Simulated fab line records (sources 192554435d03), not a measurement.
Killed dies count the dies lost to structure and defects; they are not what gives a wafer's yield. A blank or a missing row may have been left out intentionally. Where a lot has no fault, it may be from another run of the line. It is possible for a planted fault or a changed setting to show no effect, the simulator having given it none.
fab line records -- flow n5-finfet -- part 2 of 2: steps 20 to 27 of 27
record: lots: 5, wafers: 15, last-day: 17
route steps=1938 shown BEOL_M11@1559
lots that met no fault: from a run of the same line without faults
start-h: start of the lot's first displayed wafer, in hours after the record's first day -- wait-h: how many hours have passed since the lot's step before this one -- " the same as in the row above -- L1.1+2: one row covering several wafers at once -- - no value present, or no start provided -- * or withheld: withheld -- < > ~ a bound
route shown NAME@n: NAME is a module with steps in the file, n the number in the route of the first one -- usual: the fault-free wafers' mean and standard deviation -- same: alike in all rows -- chamber/n: place in a boat -- sites: readings site by site -- _std_site: the values' standard deviation -- _edge_site: mean of outer sites minus mean of inner sites -- radius-mm: how far each site lies from the wafer's centre -- mask NAME#n: copy n -- behind: the tool/chamber that last shaped the wafer -- hold: reason for holding the lot/hours on hold/outcome of the hold -- device: the transistor (n, p or np) that didn't switch -- end of line: the same wafers' tests at the end of the route -- a step without rows: its recipe alone -- killed: the dies lost at the first sort to structure and to defects; this is not the yield of the wafer -- map: a wafer's dies, x killed, . not, _ none there
set.NAME: the setting as run; set.NAME@STEP: as run at that earlier step -- model.NAME: the simulator's own value behind a step, which no gauge read
a table for each step, a row for each wafer; lots at some steps of the route
services: a tool's chamber out of use, with start hour (start-h, from the record's first day; less than 0 if before it), hours out, and reason
== steps ==
step: N5_BEOL_M11_TRENCH_ETCH_37
recipe: chemistry: C4F6/O2, target-depth-a: 1488.3, target: SiCOH_lowk, time-s: 48, ion-energy-ev: 250, pressure-mtorr: 30, source-w: 345, bias-w: 185, Ar_flow_sccm: 300, C4F6_flow_sccm: 10, O2_flow_sccm: 10
usual: C4F6_flow_sccm: 10.00/0.031, drypump-motor-current-A: 5.7/0.41, oes-product-au: 0.79/0.077, rf-vpp-V: 663/6.8, showerhead-plenum-p-Torr: 2.84/0.06, throttle-valve-pct: 20.88/0.28
lot.wafer,tool,chamber,start-h,wait-h,C4F6_flow_sccm,drypump-motor-current-A,oes-product-au,rf-hours-counter-h,rf-vpp-V,showerhead-plenum-p-Torr,throttle-valve-pct
L079.2,rie-diel-05,2,-,-,10.02,5.0,0.86,47,650,2.90,20.40
L079.3,rie-diel-05,1,-,-,10.00,6.2,0.78,119,664,2.86,21.28
L079.4,rie-diel-05,0,-,-,10.01,5.7,0.68,250,657,2.80,21.30
L081.1,rie-diel-03,1,-,-,10.05,6.1,0.71,186,672,2.95,20.96
L081.2,rie-diel-03,3,-,-,9.98,6.3,0.85,69,663,2.88,20.78
L081.3,rie-diel-03,0,-,-,10.06,6.2,0.76,157,662,2.73,20.67
L091.1,rie-diel-05,1,-,-,9.95,6.2,0.77,127,664,2.86,21.28
L091.3,rie-diel-05,0,-,-,10.00,5.7,0.95,6,656,2.80,20.93
L091.4,rie-diel-05,2,-,-,10.02,5.0,0.85,55,650,2.90,20.42
L090.1,rie-diel-05,1,-,-,10.00,6.2,0.77,130,664,2.86,21.29
L090.3,rie-diel-05,3,-,-,10.04,5.4,0.72,205,656,2.82,21.44
L090.4,rie-diel-05,0,-,-,9.99,5.7,0.95,9,657,2.80,20.94
L093.1,rie-diel-01,1,-,-,10.03,5.7,0.78,134,677,2.86,20.97
L093.2,rie-diel-01,2,-,-,10.04,5.7,0.77,118,669,2.74,20.64
L093.5,rie-diel-01,2,-,-,9.99,5.7,0.77,-,670,2.74,20.65
step: N5_BEOL_M11_ETCH_41
recipe: chemistry: CH3F/O2, target: SiCN, target-depth-a: 426, taper-deg: 2, time-s: 86, ion-energy-ev: 120, mask-material: TiN, pressure-mtorr: 30, source-w: 395, bias-w: 75, Ar_flow_sccm: 150, CH3F_flow_sccm: 30, O2_flow_sccm: 20
usual: drypump-motor-current-A: 5.7/0.41, oes-product-au: 0.79/0.077, rf-vpp-V: 297.3/1.2, showerhead-plenum-p-Torr: 2.00/0.044, throttle-valve-pct: 16.28/0.27
lot.wafer,tool,chamber,start-h,wait-h,drypump-motor-current-A,oes-product-au,rf-hours-counter-h,rf-vpp-V,showerhead-plenum-p-Torr,throttle-valve-pct
L079.2,rie-diel-05,2,-,-,5.0,0.87,47,297.9,2.04,15.80
L079.3,rie-diel-05,1,-,-,6.2,0.78,119,298.1,2.01,16.63
L079.4,rie-diel-05,0,-,-,5.7,0.68,250,296.6,1.97,16.74
L081.1,rie-diel-03,1,-,-,6.1,0.71,186,298.4,2.08,16.34
L081.2,rie-diel-03,3,-,-,6.3,0.84,69,299.2,2.02,16.14
L081.3,rie-diel-03,0,-,-,6.2,0.75,157,295.7,1.92,16.10
L091.1,rie-diel-05,1,-,-,6.2,0.77,127,296.4,2.01,16.63
L091.3,rie-diel-05,0,-,-,5.7,0.96,6,295.7,1.97,16.26
L091.4,rie-diel-05,2,-,-,5.0,0.84,55,298.4,2.04,15.81
L090.1,rie-diel-05,1,-,-,6.2,0.77,130,297.9,2.01,16.65
L090.3,rie-diel-05,3,-,-,5.4,0.71,205,297.8,1.98,16.83
L090.4,rie-diel-05,0,-,-,5.7,0.94,9,297.4,1.97,16.25
L093.1,rie-diel-01,1,-,-,5.7,0.79,134,297.6,2.01,16.34
L093.2,rie-diel-01,2,-,-,5.7,0.77,118,296.4,1.92,16.07
L093.5,rie-diel-01,2,-,-,5.7,0.77,-,295.9,1.92,16.09
step: N5_BEOL_M11_STRIP_77
recipe: chemistry: N2/H2, time-s: 10, power-w: 450, temp-c: 40, pressure-mtorr: 20, rf-frequency-hz: 6e+07, bias-power-w: 7, n2-flow-sccm: 200, h2-flow-sccm: 200
usual: bias-power-w: 6.999/0.021, drypump-motor-current-A: 5.7/0.41, oes-product-au: 0.79/0.076, rf-vpp-V: 59.1/0.93, showerhead-plenum-p-Torr: 2.54/0.057, temp-c: 40.02/0.11, throttle-valve-pct: 23.5/0.34
lot.wafer,tool,chamber,start-h,wait-h,bias-power-w,drypump-motor-current-A,oes-product-au,rf-hours-counter-h,rf-vpp-V,showerhead-plenum-p-Torr,temp-c,throttle-valve-pct
L079.2,rie-diel-05,2,-,-,6.983,5.0,0.87,47,59.4,2.58,40.20,22.9
L079.3,rie-diel-05,1,-,-,6.987,6.2,0.78,119,57.7,2.54,40.10,24.0
L079.4,rie-diel-05,0,-,-,6.979,5.7,0.68,250,59.1,2.49,39.83,23.9
L081.1,rie-diel-03,1,-,-,7.015,6.2,0.72,186,58.1,2.64,39.99,23.8
L081.2,rie-diel-03,3,-,-,7.003,6.2,0.85,69,58.8,2.58,39.98,23.4
L081.3,rie-diel-03,0,-,-,6.999,6.2,0.75,157,58.4,2.43,39.92,23.3
L091.1,rie-diel-05,1,-,-,6.993,6.2,0.77,127,58.4,2.54,40.06,24.1
L091.3,rie-diel-05,0,-,-,6.998,5.7,0.97,6,59.8,2.49,39.99,23.5
L091.4,rie-diel-05,2,-,-,7.008,5.0,0.85,55,59.0,2.57,40.01,22.9
L090.1,rie-diel-05,1,-,-,6.949,6.2,0.77,130,58.7,2.54,39.96,24.1
L090.3,rie-diel-05,3,-,-,7.037,5.4,0.72,205,59.0,2.51,40.06,24.0
L090.4,rie-diel-05,0,-,-,7.012,5.7,0.95,9,58.5,2.49,39.92,23.5
L093.1,rie-diel-01,1,-,-,7.002,5.7,0.79,134,58.4,2.55,40.12,23.6
L093.2,rie-diel-01,2,-,-,7.013,5.7,0.78,118,58.5,2.44,39.89,23.2
L093.5,rie-diel-01,2,-,-,7.004,5.7,0.77,-,57.3,2.44,40.05,23.2
step: N5_BEOL_M11_OCD_MEAS_38
usual: trench-depth-nm: 148.1/2
lot.wafer,tool,chamber,start-h,wait-h,trench-depth-nm
L079.2,ocd-02,-,261.28,-,152.4
L079.3,ocd-02,-,261.28,-,146.5
L079.4,ocd-02,-,261.28,-,147.3
L081.1,ocd-01,-,278.25,-,145.0
L081.2,ocd-01,-,278.25,-,149.4
L081.3,ocd-01,-,278.25,-,146.2
L091.1,ocd-01,-,321.69,-,145.4
L091.3,ocd-01,-,321.69,-,149.7
L091.4,ocd-01,-,321.69,-,149.6
L090.1,ocd-02,-,328.83,-,147.3
L090.3,ocd-02,-,328.83,-,147.9
L090.4,ocd-02,-,328.83,-,150.4
L093.1,ocd-02,-,358.54,-,147.6
L093.2,ocd-02,-,358.54,-,147.8
L093.5,ocd-02,-,358.54,-,149.0
step: N5_BEOL_M11_HM_STRIP_39
recipe: chemistry: peroxide-tin-strip, material: TiN, target-depth-a: 250, temp-c: 50, time-s: 158
usual: bath-guard-temp-C: 49.9/0.42, temp-c: 50.00/0.12
lot.wafer,tool,chamber,start-h,wait-h,bath-guard-temp-C,temp-c
L079.2,wet-bench-02,4,261.31,0.0,50.2,50.10
L079.3,wet-bench-02,3,261.31,0.0,50.1,50.02
L079.4,wet-bench-02,5,261.31,0.0,50.1,50.04
L081.1,wet-bench-04,5,278.28,0.0,50.0,49.76
L081.2,wet-bench-04,0,278.28,0.0,49.6,50.03
L081.3,wet-bench-04,6,278.28,0.0,49.9,49.82
L091.1,wet-bench-02,4,321.72,0.0,50.5,50.06
L091.3,wet-bench-02,2,321.72,0.0,49.4,49.88
L091.4,wet-bench-02,1,321.72,0.0,50.5,49.92
L090.1,wet-bench-02,7,328.86,0.0,49.4,49.78
L090.3,wet-bench-02,1,328.86,0.0,50.2,49.85
L090.4,wet-bench-02,6,328.86,0.0,49.5,50.09
L093.1,wet-bench-03,0,358.57,0.0,50.4,50.20
L093.2,wet-bench-03,3,358.57,0.0,50.6,50.05
L093.5,wet-bench-03,5,358.57,0.0,49.9,49.97
step: N5_BEOL_M11_SRD_40
recipe: time-s: 30, temp-c: 23, rinse-liquid: diw, dry: ipa-marangoni
usual: temp-c: 23.00/0.1
lot.wafer,tool,chamber,start-h,wait-h,temp-c
L079.2,wet-bench-02,4,261.36,0.0,22.88
L079.3,wet-bench-02,3,261.36,0.0,22.90
L079.4,wet-bench-02,5,261.36,0.0,22.89
L081.1,wet-bench-04,5,278.33,0.0,23.05
L081.2,wet-bench-04,0,278.33,0.0,22.95
L081.3,wet-bench-04,6,278.33,0.0,23.01
L091.1,wet-bench-02,4,321.77,0.0,23.04
L091.3,wet-bench-02,2,321.77,0.0,23.05
L091.4,wet-bench-02,1,321.77,0.0,23.15
L090.1,wet-bench-02,7,328.91,0.0,22.99
L090.3,wet-bench-02,1,328.91,0.0,23.08
L090.4,wet-bench-02,6,328.91,0.0,22.79
L093.1,wet-bench-03,0,358.62,0.0,22.94
L093.2,wet-bench-03,3,358.62,0.0,23.00
L093.5,wet-bench-03,5,358.62,0.0,22.82
step: N5_BEOL_M11_PRECLEAN_42
recipe: chemistry: residue-remover, time-s: 60, temp-c: 40
usual: bath-guard-temp-C: 39.9/0.41, temp-c: 39.99/0.11
lot.wafer,tool,chamber,start-h,wait-h,bath-guard-temp-C,temp-c
L079.2,wet-bench-02,4,261.37,0.0,39.9,40.11
L079.3,wet-bench-02,3,261.37,0.0,39.4,39.74
L079.4,wet-bench-02,5,261.37,0.0,40.0,39.82
L081.1,wet-bench-04,5,278.34,0.0,40.0,39.81
L081.2,wet-bench-04,0,278.34,0.0,40.1,40.04
L081.3,wet-bench-04,6,278.34,0.0,39.6,40.01
L091.1,wet-bench-02,4,321.78,0.0,39.9,40.03
L091.3,wet-bench-02,2,321.78,0.0,39.2,40.04
L091.4,wet-bench-02,1,321.78,0.0,40.1,40.14
L090.1,wet-bench-02,7,328.93,0.0,39.6,40.05
L090.3,wet-bench-02,1,328.93,0.0,40.1,39.96
L090.4,wet-bench-02,6,328.93,0.0,39.2,40.01
L093.1,wet-bench-03,0,358.63,0.0,40.4,39.89
L093.2,wet-bench-03,3,358.63,0.0,40.6,39.77
L093.5,wet-bench-03,5,358.63,0.0,40.0,40.05
step: N5_BEOL_M11_SRD_43
recipe: time-s: 30, temp-c: 23, rinse-liquid: diw, dry: ipa-marangoni
usual: temp-c: 23.02/0.11
lot.wafer,tool,chamber,start-h,wait-h,temp-c
L079.2,wet-bench-02,4,261.39,0.0,22.90
L079.3,wet-bench-02,3,261.39,0.0,23.18
L079.4,wet-bench-02,5,261.39,0.0,23.06
L081.1,wet-bench-04,5,278.36,0.0,23.00
L081.2,wet-bench-04,0,278.36,0.0,23.00
L081.3,wet-bench-04,6,278.36,0.0,23.02
L091.1,wet-bench-02,4,321.80,0.0,23.05
L091.3,wet-bench-02,2,321.80,0.0,22.86
L091.4,wet-bench-02,1,321.80,0.0,23.02
L090.1,wet-bench-02,7,328.94,0.0,23.14
L090.3,wet-bench-02,1,328.94,0.0,23.13
L090.4,wet-bench-02,6,328.94,0.0,23.13
L093.1,wet-bench-03,0,358.65,0.0,23.06
L093.2,wet-bench-03,3,358.65,0.0,22.79
L093.5,wet-bench-03,5,358.65,0.0,22.92
== services ==
tool,chamber,start-h,hours,kind
rie-diel-03,2,248.66,32.5,repair
rie-diel-05,-,255.94,4.4,repair
arfi-scanner-02,-,260.82,0.8,pm
rie-diel-03,3,261.12,1.6,repair
arfi-scanner-02,-,264.82,16.0,pm
arfi-scanner-03,-,265.21,0.2,repair
rie-diel-05,-,265.35,34.4,repair
arfi-scanner-01,-,272.28,1.0,pm
arfi-scanner-01,-,285.55,1.3,pm
arfi-scanner-01,-,286.85,0.8,pm
arfi-scanner-02,-,291.28,14.2,repair
arfi-scanner-03,-,292.99,0.8,pm
arfi-scanner-03,-,300.43,1.3,pm
arfi-scanner-01,-,301.48,2.7,repair
arfi-scanner-02,-,306.45,1.3,pm
arfi-scanner-02,-,310.00,1.0,pm
arfi-scanner-01,-,318.09,1.0,pm
arfi-scanner-02,-,322.82,0.5,repair
arfi-scanner-02,-,329.71,4.9,pm
wet-bench-04,-,334.21,1.2,repair
arfi-scanner-02,-,339.03,0.7,repair
arfi-scanner-03,-,339.59,3.1,pm
rie-diel-03,1,349.49,7.0,repair
rie-diel-05,3,353.07,7.0,repair
